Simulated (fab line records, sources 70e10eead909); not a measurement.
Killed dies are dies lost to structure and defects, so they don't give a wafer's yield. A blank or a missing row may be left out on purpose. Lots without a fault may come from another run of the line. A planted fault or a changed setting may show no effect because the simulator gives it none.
Which tool did it? | flow nand_harc | 11 lots, 32 wafers sampled, at 3 steps of a route of 1302

WHAT THE GAUGES READ, wafer by wafer
NHARC_A_BLC_CD_MEAS_10: target cd 100 nm.
lot  | measured     | on        | cd_nm (nm)
L402 | day 23 06:35 | cd_sem-03 | 100.3 100.8 100.1
L403 | day 24 07:05 | cd_sem-03 | 99.6 100.6 99.2
L404 | day 25 08:13 | cd_sem-03 | 99.9 100.6 99.9
L406 | day 26 04:10 | cd_sem-02 | 100.3 100.5 100.7
L413 | day 27 17:13 | cd_sem-02 | 100.6 101.3
L414 | day 28 22:10 | cd_sem-02 | 99.9 100.9 99.1
L419 | day 30 14:50 | cd_sem-03 | 99.7 98.8 99.0
L420 | day 30 21:55 | cd_sem-02 | 99.7 99.6 99.6
L422 | day 30 21:37 | cd_sem-03 | 100.0 100.5 99.8
L421 | day 31 03:19 | cd_sem-03 | 100.6 101.0 99.7
L423 | day 32 14:39 | cd_sem-02 | 99.5 100.3 100.4

WHICH TOOL RAN EACH LOT (tool, then ch and the chambers of the sampled wafers, then the start)
lot  | NHARC_A_CONTACT_ETCH_92            | NHARC_A_CONTACT_ETCH_98
L402 | rie_diel-05 ch 0,1, day 23 03:32   | rie_diel-05 ch 1,3, day 23 06:35 or earlier
L403 | rie_diel-12 ch 1,3, day 24 04:04   | rie_diel-12 ch 0,1,2, day 24 07:05 or earlier
L404 | rie_diel-02 ch 0,1,2, day 25 05:03 | rie_diel-02 ch 0,2,3, day 25 08:13 or earlier
L406 | rie_diel-05 ch 0,1, day 26 01:04   | rie_diel-05 ch 1,2,3, day 26 04:10 or earlier
L413 | rie_diel-05 ch 0,1, day 27 14:09   | rie_diel-05 ch 0,3, day 27 17:13 or earlier
L414 | rie_diel-12 ch 0,1, day 28 18:59   | rie_diel-12 ch 1,2,3, day 28 22:10 or earlier
L419 | rie_diel-02 ch 0,3, day 30 11:30   | rie_diel-02 ch 1,2, day 30 14:50 or earlier
L420 | rie_diel-05 ch 0,1,2, day 30 18:17 | rie_diel-05 ch 0,1,3, day 30 21:55 or earlier
L422 | rie_diel-02 ch 0,1,3, day 30 18:34 | rie_diel-02 ch 1,2, day 30 21:37 or earlier
L421 | rie_diel-05 ch 0,1,2, day 31 00:06 | rie_diel-05 ch 1,2,3, day 31 03:19 or earlier
L423 | rie_diel-05 ch 2,3, day 32 11:24   | rie_diel-05 ch 0,1, day 32 14:39 or earlier
- NHARC_A_CONTACT_ETCH_92: etches the open film in CH3F/O2, target depth 40 nm, time 85.7 s.
- NHARC_A_CONTACT_ETCH_98: etches the open film in C4F6/O2, target depth 20 nm, time 10 s.

THE ANSWER, worked out from the rows above alone
Rule: what is usual is taken from the lots themselves. Put in order of their means at a reading, lots are off if they are a third of the lots or fewer, leave a main group of 4 or more, and stand apart from it by a gap of 3 or more times the standard deviation of the main group's means; of several such gaps the widest counts. A main group whose means are all the same, to the digits that the tables above print for the reading, isn't used. A lot without any number at a reading at which 4 lots or more have one is off too. The other lots that the step has rows for count as sound.
No lot is off at any reading shown: from this, nothing can be told.

WHAT THE SIMULATOR HAD PUT IN
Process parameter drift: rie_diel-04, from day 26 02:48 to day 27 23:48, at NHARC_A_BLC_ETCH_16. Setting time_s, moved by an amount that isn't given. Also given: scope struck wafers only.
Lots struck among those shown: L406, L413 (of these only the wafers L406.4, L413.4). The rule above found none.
